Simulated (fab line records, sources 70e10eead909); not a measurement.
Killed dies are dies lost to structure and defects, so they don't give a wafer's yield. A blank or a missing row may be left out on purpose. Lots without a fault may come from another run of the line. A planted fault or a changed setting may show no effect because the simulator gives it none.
Problem report in the 8D (eight disciplines) form, filled by code | flow nand_harc | the parts of the form that need people (team, actions taken, sign-off) are left out

1. THE PROBLEM
thk_nm at NHARC_A_ONON_D2_THK_MEAS_14 reads a mean of 1525 nm on 3 wafers of 2 lots; wafers without a fault read 999 nm with a standard deviation of 8.6. That is +61 standard deviations from the usual mean.
The step: measures by ellipsometry.
First seen on wafer L133.2, day 16 18:17, on film_metro-01. The record holds 42 wafers of 14 lots with a number at this step. Rule for "out", or "out of limits": more than 4 standard deviations from the usual mean. The other wafers with a number count as sound.

2. WHAT IT IS AND WHAT IT IS NOT
question                    | is                     | is not
which readings at this step | thk_nm                 | -
which lots                  | L133, L135             | L124, L125, L126, L129, L130, L141, L142, L143, L144, L145, L146, L147
which wafers of those lots  | L133.2, L133.5, L135.2 | L133.1, L135.1, L135.3
read on which gauges        | film_metro-01          | film_metro-02
when                        | from day 16 18:17      | up to then (16 sound wafers); but 23 sound wafers of L135, L141, L142, L143, L144, L145, L146, L147 came after

3. SUSPECTS, AND WHAT RULES EACH OUT
Counting: a tool at a process step up to the reading stays a suspect if it ran every lot that is out. Sound lots after the first of them don't rule it out here, since some wafers of a struck lot are sound.
- the gauge at NHARC_A_ONON_D2_THK_MEAS_14: ruled out. All the wafers that are out were read on film_metro-01, but those of them that NHARC_END_SORT_01 has rows for are out there too, on other tools.
- cmp-01 at NHARC_A_CHANNEL_FILL_D1_CMP_10 (polishes, target thk 150 nm): kept. It ran every lot that is out, first L133 (day 15 03:08); its last sound lot up to then is L126 (day 11 15:38).
- pecvd_onon-01 at NHARC_A_ONON_D2_DEP_12 (target thk 1000 nm): kept. It ran every lot that is out, first L133 (day 16 17:46); its last sound lot up to then is L129 (day 13 23:05).
Left after counting: cmp-01 at NHARC_A_CHANNEL_FILL_D1_CMP_10, pecvd_onon-01 at NHARC_A_ONON_D2_DEP_12.

4. THE CAUSE (what the simulator had put in)
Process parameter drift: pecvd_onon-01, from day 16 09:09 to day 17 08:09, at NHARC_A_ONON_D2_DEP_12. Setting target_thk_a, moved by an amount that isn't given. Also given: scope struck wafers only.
Counting left 2 suspects, and this tool is among them.

5. THE CHAIN OF EFFECTS, in route order
Each row: a reading whose mean over the struck wafers that have a number lies more than 3 standard deviations from the usual. Only readings for which the record gives a usual standard deviation are gone through. hours: the time from each lot's start at the first step in this table that gives one to its start at this step, as a median over the lots. sigmas: the change in usual standard deviations.
hours | step                        | reading         | usual  | on struck wafers | change | sigmas
0     | NHARC_A_ONON_D2_THK_MEAS_14 | thk_nm          | 999 nm | 1525             | +526   | +61
283   | NHARC_END_SORT_01           | killed_at_array | 63     | 674              | +611   | +36
283   | NHARC_END_SORT_01           | killed_dies     | 67     | 677              | +610   | +36

6. WHAT WOULD HAVE CAUGHT IT SOONER
In this record the first reading out of limits at a measuring or inspecting step was taken at day 16 18:17, 9 hours after the fault began at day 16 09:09.
Of the tool readings at NHARC_A_ONON_D2_DEP_12 for which the record gives a usual standard deviation, none was out on any struck wafer, so an alarm limit of 4 standard deviations on them would not have fired.
Of the lots that are out (2), L135 began NHARC_A_ONON_D2_DEP_12 on pecvd_onon-01 after day 16 18:17. A hold on the tool at that time would have spared it.
